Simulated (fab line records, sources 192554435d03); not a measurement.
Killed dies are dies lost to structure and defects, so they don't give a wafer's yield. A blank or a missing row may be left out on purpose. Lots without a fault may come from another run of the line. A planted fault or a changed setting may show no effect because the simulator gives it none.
fab line records | flow n5_finfet
record lots=6 wafers=18 last_day=18
route steps=1938 shown HKMG_FIN@454 GATE_CUT@465 BEOL_M4@1111 PASSIVATION@1936
lots that met no fault: from a run of the same line without faults
start_h: hours from the record's first day to the start of the lot's first wafer shown | wait_h: hours since the lot's step before | " the same as in the row above | L1.1+2: a row that stands for several wafers | - no value, or no start given | * or withheld: withheld | < > ~ a bound
route shown NAME@n: a module of which the file shows steps, and the number in the route of the first | usual: mean/standard deviation of fault-free wafers | same: alike in all rows | chamber/n: place in a boat | sites: the reading at each site | _std_site: their standard deviation | _edge_site: outer sites' mean less inner sites' | radius_mm: how far each site lies from the wafer's centre | mask NAME#n: copy n | behind: the tool/chamber that last shaped the wafer | hold: why the lot was held/for how many hours/how that ended | device: the transistor (n, p or np) that didn't switch | end of line: the same wafers' tests at the end of the route | a step without rows: its recipe alone | killed: dies lost to structure and defects at the first sort, not the wafer's yield | map: a wafer's dies, x killed, . not, _ none there
set.NAME: the setting as run; set.NAME@STEP: as run at that earlier step | model.NAME: the simulator's own value behind a step, which no gauge read
lots at some steps of the route; a table a step, a row a wafer
services: from which hour (start_h, from the record's first day; less than 0 if before it) a tool's chamber was out of use, for how many hours, and why
## steps
# step N5_HKMG_FIN_ETCHBACK_68
# recipe chemistry=Cl2/Ar stop_on=HfO2 target_depth_a=5 pressure_mtorr=10 icp_w=600 bias_w=60 Cl2_flow_sccm=40 Ar_flow_sccm=60
# step N5_HKMG_FIN_STRIP_69
# recipe chemistry=N2/H2 power_w=2500 temp_c=300 h2_frac=0.65 time_s=360 pressure_mtorr=withheld n2_flow_sccm=1750 h2_flow_sccm=3250
# usual drypump_motor_current_A=6.1/0.31 heater_power_w=495/61 n2_flow_sccm=1750/4.9
# same time_s=360
# columns lot.wafer tool chamber start_h wait_h drypump_motor_current_A heater_power_w n2_flow_sccm rf_hours_counter_h
L809.1 plasma_asher-02 1 103.10 0.1 5.7 476 1746 41
L809.3 " 0 " " 6.2 406 1747 -
L809.6 " 1 " " 5.7 489 1752 -
L812.3 plasma_asher-02 0 119.12 0.2 6.2 391 1750 -
L812.4 " 1 " " 5.7 497 1745 -
L812.5 " 1 " " 5.7 487 1751 -
L813.2 plasma_asher-01 1 125.94 0.1 6.6 500 1755 96
L813.5 " 0 " " 6.0 565 1744 -
L813.6 " 1 " " 6.6 511 1755 -
L821.2 plasma_asher-01 1 174.16 0.1 6.5 483 1755 105
L821.5 " 1 " " 6.5 500 1754 -
L821.6 " 0 " " 6.0 570 1754 -
L823.1 plasma_asher-01 0 184.27 0.1 6.0 572 1751 108
L823.3 " 0 " " 6.0 552 1748 -
L823.4 " 1 " " 6.6 508 1754 -
L824.4 plasma_asher-01 0 194.27 0.2 6.0 567 1743 -
L824.5 " 0 " " 6.0 551 1748 -
L824.6 " 1 " " 6.5 503 1756 -
# step N5_HKMG_FIN_ALD_21
# recipe material=TiN target_thk_a=15 temp_c=400 ald_precursor_family=TiCl4 ald_co_reactant=NH3 pulse_time_s=1 purge_time_s=3 co_reactant_purge_time_s=2 co_reactant_pulse_time_s=2 ald_cycles=68 pressure_torr=3
# usual heater_power_w=855/54 precursor_pulse_height_rel=0.999/0.019
# columns lot.wafer tool chamber start_h wait_h heater_power_w precursor_pulse_height_rel
L809.1 ald_metal-02 1 103.48 0.3 844 0.983
L809.3 " 2 " " 964 1.008
L809.6 " 2 " " 954 1.029
L812.3 ald_metal-02 2 119.38 0.1 963 0.983
L812.4 " 1 " " 859 0.963
L812.5 " 2 " " 979 1.017
L813.2 ald_metal-01 2 126.32 0.3 812 0.966
L813.5 " 1 " " 835 0.998
L813.6 " 2 " " 815 1.021
L821.2 ald_metal-01 2 174.54 0.3 824 0.990
L821.5 " 2 " " 825 1.003
L821.6 " 1 " " 822 1.003
L823.1 ald_metal-01 0 184.65 0.3 861 0.989
L823.3 " 1 " " 843 1.006
L823.4 " 2 " " 796 1.025
L824.4 ald_metal-01 0 194.54 0.2 853 1.009
L824.5 " 3 " " 865 1.010
L824.6 " 0 " " 854 0.979
# step N5_HKMG_FIN_ALD_72
# recipe material=W target_thk_a=20 temp_c=300 pressure_torr=7.5 ald_precursor_family=WF6 ald_co_reactant=B2H6 pulse_time_s=1 purge_time_s=2 co_reactant_purge_time_s=2 co_reactant_pulse_time_s=3 ald_cycles=7
# step N5_HKMG_FIN_W_FILL_22
# recipe material=W target_thk_a=600 temp_c=400 pressure_torr=39.4 time_s=18.2
# usual heater_power_w=861/54 throttle_valve_pct=19.7/0.34
# same time_s=18.2
# columns lot.wafer tool chamber start_h wait_h heater_power_w throttle_valve_pct
L809.1 cvd_w-01 0 103.90 0.0 863 19.5
L809.3 " 1 " " 798 19.0
L809.6 " 0 " " 887 19.8
L812.3 cvd_w-02 0 119.82 0.0 828 19.7
L812.4 " 1 " " 959 19.9
L812.5 " 0 " " 811 20.1
L813.2 cvd_w-01 0 126.81 0.1 862 19.7
L813.5 " 0 " " 894 19.6
L813.6 " 0 " " 873 19.5
L821.2 cvd_w-02 0 174.97 0.0 806 20.2
L821.5 " 0 " " 814 20.1
L821.6 " 1 " " 956 20.1
L823.1 cvd_w-02 0 185.08 0.0 844 20.1
L823.3 " 1 " " 924 20.0
L823.4 " 0 " " 825 19.8
L824.4 cvd_w-02 1 194.97 0.0 936 19.9
L824.5 " 0 " " 826 19.9
L824.6 " 1 " " 940 19.7
# step N5_HKMG_FIN_PRECLEAN_83
# recipe chemistry=DIW time_s=57.5 temp_c=23
# step N5_HKMG_FIN_SRD_84
# recipe dry_time_s=32 dry=n2_spin spin_rpm=1500
# step N5_HKMG_FIN_CMP_23
# recipe stop_on=SiNx t_overpolish_s=10 post_cmp_clean=rinse_only down_force_psi=4 platen_rpm=50.289 pad_velocity_m_s=1.0006 target_thk_nm=46.326
# step N5_HKMG_FIN_CMP_94
# recipe stop_on=SiNx post_cmp_clean=w_dilute_nh4oh t_overpolish_s=4.7 down_force_psi=4 platen_rpm=50.289 pad_velocity_m_s=1.0006 target_thk_nm=43.299
# usual motor_current_A=12.0/1.2
# same t_overpolish_s=4.7
# columns lot.wafer tool chamber start_h wait_h motor_current_A
L809.3 cmp-01 1 104.49 0.4 13.6
L809.1 " 0 " " 12.0
L809.6 " 2 " " 12.3
L812.3 cmp-03 0 120.44 0.4 10.7
L812.4 " 3 " " 11.5
L812.5 " 0 " " 10.3
L813.2 cmp-03 2 127.51 0.2 13.2
L813.5 " 3 " " 11.6
L813.6 " 0 " " 9.8
L821.2 cmp-02 2 175.65 0.2 12.0
L821.6 " 3 " " 12.6
L821.5 " 0 " " 11.3
L823.1 cmp-03 2 185.67 0.4 13.7
L823.3 " 0 " " 10.2
L823.4 " 1 " " 13.9
L824.4 cmp-01 1 195.55 0.4 13.5
L824.5 " 1 " " 13.6
L824.6 " 2 " " 12.7
# step N5_HKMG_FIN_INSPECT_28
# recipe inspect_instrument=darkfield mode=post_cmp
# usual raw_defect_count=41/21
# columns lot.wafer tool chamber start_h wait_h raw_defect_count
L809.1 defect_inspect-01 - 104.72 0.0 76
L809.3 " - " " 52
L809.6 " - " " 54
L812.3 defect_inspect-02 - 120.67 0.0 14
L812.4 " - " " 49
L812.5 " - " " 64
L813.2 defect_inspect-01 - 127.67 0.0 48
L813.5 " - " " 36
L813.6 " - " " 51
L821.2 defect_inspect-02 - 175.79 0.0 19
L821.5 " - " " 29
L821.6 " - " " 38
L823.1 defect_inspect-02 - 185.90 0.0 46
L823.3 " - " " 31
L823.4 " - " " 74
L824.4 defect_inspect-01 - 195.78 0.0 19
L824.5 " - " " 29
L824.6 " - " " 31
# step N5_GATE_CUT_ETCHBACK_00
# recipe chemistry=SF6/Cl2 target=W pressure_mtorr=8 icp_w=900 bias_w=80 SF6_flow_sccm=40 Cl2_flow_sccm=60
# step N5_GATE_CUT_ETCH_56
# recipe chemistry=Cl2/Ar target=TiN target_depth_a=216 pressure_mtorr=10 icp_w=600 bias_w=60 Cl2_flow_sccm=40 Ar_flow_sccm=60
# usual bias_w=59.95/0.16 chamber_pressure_mTorr=10.001/0.0087 drypump_motor_current_A=5.8/0.41 oes_product_au=0.76/0.06 throttle_valve_pct=21.00/0.18
# columns lot.wafer tool chamber start_h wait_h bias_w chamber_pressure_mTorr drypump_motor_current_A oes_product_au rf_hours_counter_h throttle_valve_pct
L809.1 rie_metal-03 1 104.88 0.1 59.83 10.019 5.5 0.83 31 20.81
L809.3 " 1 " " 59.91 10.006 5.6 0.82 - 20.84
L809.6 " 0 " " 59.89 9.999 6.4 0.82 - 21.24
L812.3 rie_metal-03 1 120.85 0.1 - - - - - -
L812.4 " 0 " " - - - - - -
L812.5 " 0 " " - - - - - -
L813.2 rie_metal-02 1 127.82 0.1 - - - - - -
L813.5 " 0 " " - - - - - -
L813.6 " 1 " " - - - - - -
L821.2 rie_metal-03 1 175.94 0.1 59.99 9.995 5.5 0.81 34 20.84
L821.5 " 1 " " 59.96 10.011 5.5 0.80 - 20.85
L821.6 " 0 " " 59.88 10.000 6.4 0.80 - 21.25
L823.1 rie_metal-01 0 186.05 0.1 59.66 10.006 5.5 0.69 68 20.81
L823.3 " 0 " " 60.08 9.979 5.5 0.69 - 20.79
L823.4 " 1 " " 59.49 9.992 6.0 0.74 - 21.12
L824.4 rie_metal-01 1 195.97 0.1 59.83 9.998 6.0 0.74 - 21.13
L824.5 " 0 " " 60.15 10.001 5.5 0.69 - 20.79
L824.6 " 1 " " 59.61 9.997 6.0 0.75 - 21.12
# step N5_GATE_CUT_ETCHBACK_30
# recipe chemistry=Cl2/Ar target=TiN target_depth_a=30 mode=isotropic pressure_mtorr=10 icp_w=600 bias_w=60 Cl2_flow_sccm=40 Ar_flow_sccm=60
# usual bias_w=59.99/0.17 drypump_motor_current_A=5.8/0.41 oes_product_au=0.76/0.06 throttle_valve_pct=21.00/0.18
# columns lot.wafer tool chamber start_h wait_h bias_w drypump_motor_current_A oes_product_au rf_hours_counter_h throttle_valve_pct
L809.1 rie_metal-03 1 104.97 0.1 60.03 5.5 0.82 31 20.83
L809.3 " 1 " " 60.16 5.5 0.82 - 20.81
L809.6 " 0 " " 59.83 6.4 0.83 - 21.25
L812.3 rie_metal-03 1 120.92 0.0 59.84 5.6 0.81 - 20.85
L812.4 " 0 " " 59.77 6.4 0.83 - 21.24
L812.5 " 0 " " 59.64 6.4 0.82 - 21.25
L813.2 rie_metal-02 1 127.91 0.1 60.23 5.8 0.61 126 21.06
L813.5 " 0 " " 60.25 5.1 0.80 - 20.95
L813.6 " 1 " " 60.23 5.8 0.61 - 21.05
L821.2 rie_metal-03 1 176.03 0.1 60.03 5.6 0.81 34 20.84
L821.5 " 1 " " 60.27 5.5 0.81 - 20.83
L821.6 " 0 " " 59.85 6.5 0.81 - 21.24
L823.1 rie_metal-01 0 186.14 0.1 60.08 5.5 0.70 68 20.80
L823.3 " 0 " " 60.47 5.5 0.70 - 20.79
L823.4 " 1 " " 59.79 6.0 0.75 - 21.13
L824.4 rie_metal-01 1 196.04 0.0 59.99 6.0 0.75 - 21.13
L824.5 " 0 " " 59.76 5.5 0.69 - 20.82
L824.6 " 1 " " 60.05 6.0 0.73 - 21.14
# step N5_BEOL_M4_RC_MEAS_101
# usual DIBL_N=36.1/1.9 DIBL_P=36.4/2.5 IOFF_N=0.16/0.036 IOFF_P=0.22/0.038 ION_N=672/11 ION_P=462/8 SS_N=71.6/0.68 SS_P=73.3/0.77 VT_N=250/3.3 VT_P=-250/3.6
# columns lot.wafer tool chamber start_h wait_h DIBL_N[mV/V] DIBL_P[mV/V] IOFF_N[nA/um] IOFF_P[nA/um] ION_N[uA/um] ION_P[uA/um] SS_N[mV/dec] SS_P[mV/dec] VT_N[mV] VT_P[mV]
L809.1 prober-01 0 204.46 0.0 41.2 42.5 0.26 0.29 698 471 72.0 74.4 243 -246
L809.3 " 0 " " 35.6 36.8 0.14 0.20 668 460 71.4 73.2 251 -251
L809.6 " 0 " " 38.3 40.3 0.20 0.25 693 470 71.6 74.2 245 -249
L821.2 prober-02 0 289.67 0.2 37.2 39.0 0.19 0.25 678 464 72.0 74.2 247 -249
L821.5 " 0 " " 37.1 39.2 0.18 0.24 684 460 73.0 73.6 249 -249
L821.6 " 0 " " 36.5 37.0 0.18 0.22 683 456 71.4 73.5 246 -251
L823.1 prober-02 0 297.29 0.0 34.5 33.8 0.13 0.18 669 462 70.7 72.3 249 -250
L823.3 " 0 " " 36.6 35.8 0.17 0.21 673 462 71.9 72.7 249 -250
L823.4 " 0 " " 37.8 37.9 0.21 0.27 691 468 71.7 74.5 244 -248
L824.4 prober-02 0 309.61 0.5 37.3 38.4 0.18 0.23 683 465 71.8 74.0 247 -251
L824.5 " 0 " " 37.1 37.7 0.17 0.22 688 466 71.6 73.1 247 -250
L824.6 " 0 " " 38.2 39.6 0.20 0.26 690 465 72.0 74.2 247 -248
# step N5_PASSIVATION_PROBE_49
# usual defect_limited_yield=91.2/1.4 killed_at_M0_to_M3=34/11 killed_at_M4_up=14/6.3 killed_at_contacts=13/7.4 killed_at_front_end=38/11 killed_at_other=4.3/2.9 killed_dies=103/17 killed_on_rim=14/4.1 killed_open=68/12 killed_short=34/8 sort_bin_4_leakage=0.00/0.027 sort_bin_5_function=5.1/0.9 sort_bin_6_memory=3.3/0.66 sort_n_pass=1077/17 sort_yield_pct=91.2/1.4
# same gross_dies=1180 killed_at_back_side=0 sort_bin_8_speed[%]=0
# columns lot.wafer tool chamber start_h wait_h defect_limited_yield[%] killed_at_M0_to_M3 killed_at_M4_up killed_at_contacts killed_at_front_end killed_at_other killed_dies killed_on_rim killed_open killed_short sort_bin_4_leakage[%] sort_bin_5_function[%] sort_bin_6_memory[%] sort_n_pass sort_yield_pct[%]
L809.1 prober-02 - 315.25 0.0 92.7 19 24 8 29 6 86 11 60 26 0.08 4.2 2.8 1093 92.6
L809.3 prober-02 - 315.35 0.1 90.6 29 29 19 28 6 111 17 82 25 0 5.3 3.6 1069 90.6
L809.6 prober-02 - 315.50 0.3 93.5 20 19 6 28 4 77 10 61 16 0 3.8 2.6 1103 93.5
L812.3 prober-02 - 332.87 0.1 0 43 13 10 1111 3 1180 152 84 36 0 96.0 3.5 0 0
L812.4 prober-02 - 332.92 0.2 0 26 25 20 1107 2 1180 152 88 34 0 95.4 4.2 0 0
L812.5 prober-02 - 332.97 0.2 0 32 11 10 1125 2 1180 152 75 39 0 95.6 4.1 0 0
L813.2 prober-02 - 334.53 0.1 0 29 17 15 1112 7 1180 152 66 41 0 96.3 3.1 0 0
L813.5 prober-02 - 334.68 0.2 0 31 14 10 1119 6 1180 152 80 41 0 96.6 3.0 0 0
L813.6 prober-02 - 334.73 0.3 0 28 8 11 1123 10 1180 152 73 31 0 96.8 2.8 0 0
L821.2 prober-02 - 392.90 0.1 91.2 43 10 10 39 2 104 12 70 33 0 5.6 3.1 1076 91.2
L821.5 prober-02 - 393.05 0.2 91.4 24 15 7 44 11 101 6 59 42 0 4.4 3.6 1079 91.4
L821.6 prober-02 - 393.10 0.3 90.5 33 9 10 49 11 112 16 68 44 0 5.6 3.5 1068 90.5
L823.1 prober-01 - 415.52 0.0 90.4 35 8 6 53 11 113 15 64 46 0 6.2 3.3 1067 90.4
L823.3 prober-01 - 415.62 0.1 91.9 46 6 10 33 1 96 11 64 32 0 5.3 2.6 1084 91.9
L823.4 prober-01 - 415.67 0.2 90.2 39 11 21 41 4 116 17 76 37 0 5.6 3.7 1064 90.2
L824.4 prober-01 - 424.56 0.2 92.2 25 22 11 31 3 92 14 62 29 0 4.6 2.8 1088 92.2
L824.5 prober-01 - 424.61 0.2 91.4 17 39 7 35 4 102 8 74 26 0 5.7 2.7 1078 91.4
L824.6 prober-01 - 424.66 0.3 91.4 31 21 7 38 4 101 10 69 25 0 5.3 2.5 1079 91.4
# killed by level:class
L809.1 BEOL_M4:geometric_particle:open=16 FIN_SAQP:geometric_particle:open=9 MOL_CONTACT_COAG:geometric_particle:open=6 GATE_CUT:geometric_particle:short=5 BEOL_M1:geometric_particle:short=4 MIM_TOP:geometric_particle:open=4 STARTING-WAFER:geometric_particle:short=4 STI_FIN_REVEAL:geometric_particle:open=3
L809.3 BEOL_M4:geometric_particle:open=22 MOL_CONTACT_COAG:geometric_particle:open=17 STI_FIN_REVEAL:geometric_particle:open=9 BEOL_M3:geometric_particle:open=9 BEOL_M1:geometric_particle:open=7 BEOL_M1:geometric_particle:short=5 HKMG_FIN:area_etch=4 FIN_SAQP:geometric_particle:open=3
L809.6 BEOL_M4:geometric_particle:open=9 BEOL_M3:geometric_particle:open=8 STI_FIN_REVEAL:geometric_particle:open=7 FIN_SAQP:geometric_particle:short=5 MOL_CONTACT_COAG:geometric_particle:open=5 BEOL_M1:geometric_particle:open=4 BEOL_M2:geometric_particle:open=4 STARTING-WAFER:geometric_particle:open=4
L812.3 GATE_CUT:area_etch=1060 STI_FIN_REVEAL:geometric_particle:open=15 BEOL_M3:geometric_particle:open=9 FIN_SAQP:geometric_particle:open=8 BEOL_M1:geometric_particle:open=7 BEOL_M0_SAQP:geometric_particle:short=6 BEOL_M0:geometric_particle:open=6 FIN_SAQP:geometric_particle:short=5
L812.4 GATE_CUT:area_etch=1058 MOL_CONTACT_COAG:geometric_particle:open=18 STI_FIN_REVEAL:geometric_particle:open=12 FIN_SAQP:geometric_particle:open=10 BEOL_M1:geometric_particle:open=9 GATE_CUT:geometric_particle:short=8 BEOL_M4:geometric_particle:open=7 BEOL_M5:geometric_particle:open=5
L812.5 GATE_CUT:area_etch=1066 FIN_SAQP:geometric_particle:open=13 STI_FIN_REVEAL:geometric_particle:open=13 MOL_CONTACT_COAG:geometric_particle:open=9 BEOL_M0_SAQP:geometric_particle:short=9 ILD0:geometric_particle:short=8 FIN_SAQP:geometric_particle:short=7 BEOL_M0_SAQP:geometric_particle:open=7
L813.2 GATE_CUT:area_etch=1073 MOL_CONTACT_COAG:geometric_particle:open=12 FIN_SAQP:geometric_particle:short=10 BEOL_M4:geometric_particle:open=9 BEOL_M1:geometric_particle:open=8 FIN_SAQP:geometric_particle:open=7 STI_FIN_REVEAL:geometric_particle:open=5 BEOL_M3:geometric_particle:open=5
L813.5 GATE_CUT:area_etch=1059 FIN_SAQP:geometric_particle:open=16 STI_FIN_REVEAL:geometric_particle:open=15 BEOL_M2:geometric_particle:open=7 ILD0:geometric_particle:short=7 BEOL_M1:geometric_particle:open=7 BEOL_M4:geometric_particle:open=7 GATE_CUT:geometric_particle:short=6
L813.6 GATE_CUT:area_etch=1075 FIN_SAQP:geometric_particle:open=16 BEOL_M3:geometric_particle:open=11 MOL_CONTACT_COAG:geometric_particle:open=10 FIN_SAQP:geometric_particle:short=8 BEOL_M1:geometric_particle:open=6 ILD0:geometric_particle:short=5 ILD0:geometric_particle:open=5
L821.2 FIN_SAQP:geometric_particle:short=17 BEOL_M2:geometric_particle:open=11 BEOL_M0_SAQP:geometric_particle:open=10 FIN_SAQP:geometric_particle:open=9 MOL_CONTACT_COAG:geometric_particle:open=8 BEOL_M0_SAQP:geometric_particle:short=8 BEOL_M1:geometric_particle:open=6 DUMMY_GATE:geometric_particle:open=4
L821.5 FIN_SAQP:geometric_particle:short=14 FIN_SAQP:geometric_particle:open=8 BEOL_M0_SAQP:geometric_particle:open=7 BEOL_M2:geometric_particle:open=6 BEOL_M5:geometric_particle:open=5 DUMMY_GATE:geometric_particle:open=5 MOL_CONTACT_COAG:geometric_particle:open=5 BEOL_M0_SAQP:geometric_particle:short=5
L821.6 FIN_SAQP:geometric_particle:short=13 FIN_SAQP:geometric_particle:open=11 MOL_CONTACT_COAG:geometric_particle:open=8 BEOL_M2:geometric_particle:open=8 BEOL_M0_SAQP:geometric_particle:short=7 BEOL_M0_SAQP:geometric_particle:open=6 STARTING-WAFER:geometric_particle:short=5 BEOL_M1:geometric_particle:open=4
L823.1 STI_FIN_REVEAL:geometric_particle:open=13 BEOL_M0_SAQP:geometric_particle:short=8 FIN_SAQP:geometric_particle:open=7 FIN_SAQP:geometric_particle:short=6 BEOL_M2:geometric_particle:open=6 MIM_BOT:geometric_particle:short=6 DUMMY_GATE:geometric_particle:open=5 BEOL_M2:geometric_particle:short=5
L823.3 BEOL_M0_SAQP:geometric_particle:short=16 FIN_SAQP:geometric_particle:open=9 BEOL_M0_SAQP:geometric_particle:open=8 BEOL_M3:geometric_particle:open=8 BEOL_M2:geometric_particle:open=7 DUMMY_GATE:geometric_particle:open=6 MOL_CONTACT_COAG:geometric_particle:open=6 STI_FIN_REVEAL:geometric_particle:open=5
L823.4 MOL_CONTACT_COAG:geometric_particle:open=19 FIN_SAQP:geometric_particle:open=13 BEOL_M0_SAQP:geometric_particle:open=11 FIN_SAQP:geometric_particle:short=9 BEOL_M0_SAQP:geometric_particle:short=7 BEOL_M2:geometric_particle:open=6 BEOL_M2:geometric_particle:short=5 STI_FIN_REVEAL:geometric_particle:open=4
L824.4 BEOL_M4:geometric_particle:open=12 MOL_CONTACT_COAG:geometric_particle:open=11 FIN_SAQP:geometric_particle:short=7 BEOL_M2:geometric_particle:open=7 FIN_SAQP:geometric_particle:open=6 DUMMY_GATE:geometric_particle:open=4 BEOL_M0_SAQP:geometric_particle:open=4 BEOL_M2:geometric_particle:short=4
L824.5 BEOL_M4:geometric_particle:open=24 MOL_CONTACT_COAG:geometric_particle:open=7 FIN_SAQP:geometric_particle:short=6 STI_FIN_REVEAL:geometric_particle:open=6 BEOL_M2:geometric_particle:open=6 FIN_SAQP:geometric_particle:open=5 DUMMY_GATE:geometric_particle:open=4 BEOL_M0_SAQP:geometric_particle:short=4
L824.6 BEOL_M4:geometric_particle:open=13 BEOL_M3:geometric_particle:open=13 FIN_SAQP:geometric_particle:open=8 BEOL_M2:geometric_particle:open=6 BEOL_M3:geometric_particle:short=5 STI_FIN_REVEAL:geometric_particle:open=4 DUMMY_GATE:geometric_particle:open=4 MOL_CONTACT_COAG:geometric_particle:open=4
# map L812.3 (x killed, . not)
_________________xxxxxxxxxxxx________________
______________xxxxxxxxxxxxxxxxxx_____________
___________xxxxxxxxxxxxxxxxxxxxxxxx__________
__________xxxxxxxxxxxxxxxxxxxxxxxxxx_________
________xxxxxxxxxxxxxxxxxxxxxxxxxxxxxx_______
_______xxxxxxxxxxxxxxxxxxxxxxxxxxxxxxxx______
______xxxxxxxxxxxxxxxxxxxxxxxxxxxxxxxxxx_____
_____xxxxxxxxxxxxxxxxxxxxxxxxxxxxxxxxxxxx____
____xxxxxxxxxxxxxxxxxxxxxxxxxxxxxxxxxxxxxx___
___xxxxxxxxxxxxxxxxxxxxxxxxxxxxxxxxxxxxxxxx__
___xxxxxxxxxxxxxxxxxxxxxxxxxxxxxxxxxxxxxxxx__
__xxxxxxxxxxxxxxxxxxxxxxxxxxxxxxxxxxxxxxxxxx_
__xxxxxxxxxxxxxxxxxxxxxxxxxxxxxxxxxxxxxxxxxx_
_xxxxxxxxxxxxxxxxxxxxxxxxxxxxxxxxxxxxxxxxxxxx
_xxxxxxxxxxxxxxxxxxxxxxxxxxxxxxxxxxxxxxxxxxxx
_xxxxxxxxxxxxxxxxxxxxxxxxxxxxxxxxxxxxxxxxxxxx
_xxxxxxxxxxxxxxxxxxxxxxxxxxxxxxxxxxxxxxxxxxxx
_xxxxxxxxxxxxxxxxxxxxxxxxxxxxxxxxxxxxxxxxxxxx
_xxxxxxxxxxxxxxxxxxxxxxxxxxxxxxxxxxxxxxxxxxxx
_xxxxxxxxxxxxxxxxxxxxxxxxxxxxxxxxxxxxxxxxxxxx
_xxxxxxxxxxxxxxxxxxxxxxxxxxxxxxxxxxxxxxxxxxxx
__xxxxxxxxxxxxxxxxxxxxxxxxxxxxxxxxxxxxxxxxxx_
__xxxxxxxxxxxxxxxxxxxxxxxxxxxxxxxxxxxxxxxxxx_
___xxxxxxxxxxxxxxxxxxxxxxxxxxxxxxxxxxxxxxxx__
___xxxxxxxxxxxxxxxxxxxxxxxxxxxxxxxxxxxxxxxx__
____xxxxxxxxxxxxxxxxxxxxxxxxxxxxxxxxxxxxxx___
_____xxxxxxxxxxxxxxxxxxxxxxxxxxxxxxxxxxxx____
______xxxxxxxxxxxxxxxxxxxxxxxxxxxxxxxxxx_____
_______xxxxxxxxxxxxxxxxxxxxxxxxxxxxxxxx______
________xxxxxxxxxxxxxxxxxxxxxxxxxxxxxx_______
__________xxxxxxxxxxxxxxxxxxxxxxxxxx_________
___________xxxxxxxxxxxxxxxxxxxxxxxx__________
______________xxxxxxxxxxxxxxxxxx_____________
_________________xxxxxxxxxxxx________________
# map L813.2 (x killed, . not)
_________________xxxxxxxxxxxx________________
______________xxxxxxxxxxxxxxxxxx_____________
___________xxxxxxxxxxxxxxxxxxxxxxxx__________
__________xxxxxxxxxxxxxxxxxxxxxxxxxx_________
________xxxxxxxxxxxxxxxxxxxxxxxxxxxxxx_______
_______xxxxxxxxxxxxxxxxxxxxxxxxxxxxxxxx______
______xxxxxxxxxxxxxxxxxxxxxxxxxxxxxxxxxx_____
_____xxxxxxxxxxxxxxxxxxxxxxxxxxxxxxxxxxxx____
____xxxxxxxxxxxxxxxxxxxxxxxxxxxxxxxxxxxxxx___
___xxxxxxxxxxxxxxxxxxxxxxxxxxxxxxxxxxxxxxxx__
___xxxxxxxxxxxxxxxxxxxxxxxxxxxxxxxxxxxxxxxx__
__xxxxxxxxxxxxxxxxxxxxxxxxxxxxxxxxxxxxxxxxxx_
__xxxxxxxxxxxxxxxxxxxxxxxxxxxxxxxxxxxxxxxxxx_
_xxxxxxxxxxxxxxxxxxxxxxxxxxxxxxxxxxxxxxxxxxxx
_xxxxxxxxxxxxxxxxxxxxxxxxxxxxxxxxxxxxxxxxxxxx
_xxxxxxxxxxxxxxxxxxxxxxxxxxxxxxxxxxxxxxxxxxxx
_xxxxxxxxxxxxxxxxxxxxxxxxxxxxxxxxxxxxxxxxxxxx
_xxxxxxxxxxxxxxxxxxxxxxxxxxxxxxxxxxxxxxxxxxxx
_xxxxxxxxxxxxxxxxxxxxxxxxxxxxxxxxxxxxxxxxxxxx
_xxxxxxxxxxxxxxxxxxxxxxxxxxxxxxxxxxxxxxxxxxxx
_xxxxxxxxxxxxxxxxxxxxxxxxxxxxxxxxxxxxxxxxxxxx
__xxxxxxxxxxxxxxxxxxxxxxxxxxxxxxxxxxxxxxxxxx_
__xxxxxxxxxxxxxxxxxxxxxxxxxxxxxxxxxxxxxxxxxx_
___xxxxxxxxxxxxxxxxxxxxxxxxxxxxxxxxxxxxxxxx__
___xxxxxxxxxxxxxxxxxxxxxxxxxxxxxxxxxxxxxxxx__
____xxxxxxxxxxxxxxxxxxxxxxxxxxxxxxxxxxxxxx___
_____xxxxxxxxxxxxxxxxxxxxxxxxxxxxxxxxxxxx____
______xxxxxxxxxxxxxxxxxxxxxxxxxxxxxxxxxx_____
_______xxxxxxxxxxxxxxxxxxxxxxxxxxxxxxxx______
________xxxxxxxxxxxxxxxxxxxxxxxxxxxxxx_______
__________xxxxxxxxxxxxxxxxxxxxxxxxxx_________
___________xxxxxxxxxxxxxxxxxxxxxxxx__________
______________xxxxxxxxxxxxxxxxxx_____________
_________________xxxxxxxxxxxx________________
## services
# columns tool chamber start_h hours kind
ald_metal-01 1 85.73 6.5 repair
cvd_w-02 1 87.56 2.6 repair
cvd_w-01 1 88.40 3.4 repair
ald_metal-02 0 92.76 11.3 repair
cmp-02 - 94.13 8.1 pm
ald_metal-01 - 103.03 2.3 repair
cvd_w-02 - 114.67 2.8 pm
cmp-01 - 123.83 1.7 repair
cvd_w-01 1 123.92 6.2 repair
plasma_asher-02 - 126.12 1.8 repair
rie_metal-02 1 133.00 1.7 repair
cmp-01 - 143.79 0.4 repair
rie_metal-03 - 145.69 28.1 pm
cmp-02 - 167.49 6.2 pm
cmp-01 - 173.84 4.0 pm
ald_metal-02 1 174.85 3.6 repair
cmp-01 - 177.84 - consumable_replace:conditioner
cmp-01 - 177.84 - consumable_replace:pad
## key
first_sign step=N5_GATE_CUT_ETCH_56 reading=tool_record direction=missing
effect step=N5_PASSIVATION_PROBE_49 reading=sort_bin_5_function direction=up sigmas=99+ usual=5.1 struck=96.1
more_kills_born_at N5_GATE_CUT_ETCH_56@rie_metal-02=3207 N5_GATE_CUT_ETCH_56@rie_metal-03=3184
met_at N5_GATE_CUT_ETCH_56
struck_wafers L812.3,L812.4,L812.5,L813.2,L813.5,L813.6
later_rows_left_out L812.3,L812.4,L812.5,L813.2,L813.5,L813.6
onset_between 104.88 120.85
fault kind=skipped_step_whole tool=rie_metal-02,rie_metal-03 chamber=- onset_h=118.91 steps=N5_GATE_CUT_ETCH_56 scope=struck_lots_only
# later_rows_left_out: the simulator's readings of these wafers behind a module that went badly wrong aren't trusted and aren't shown, but for the sort
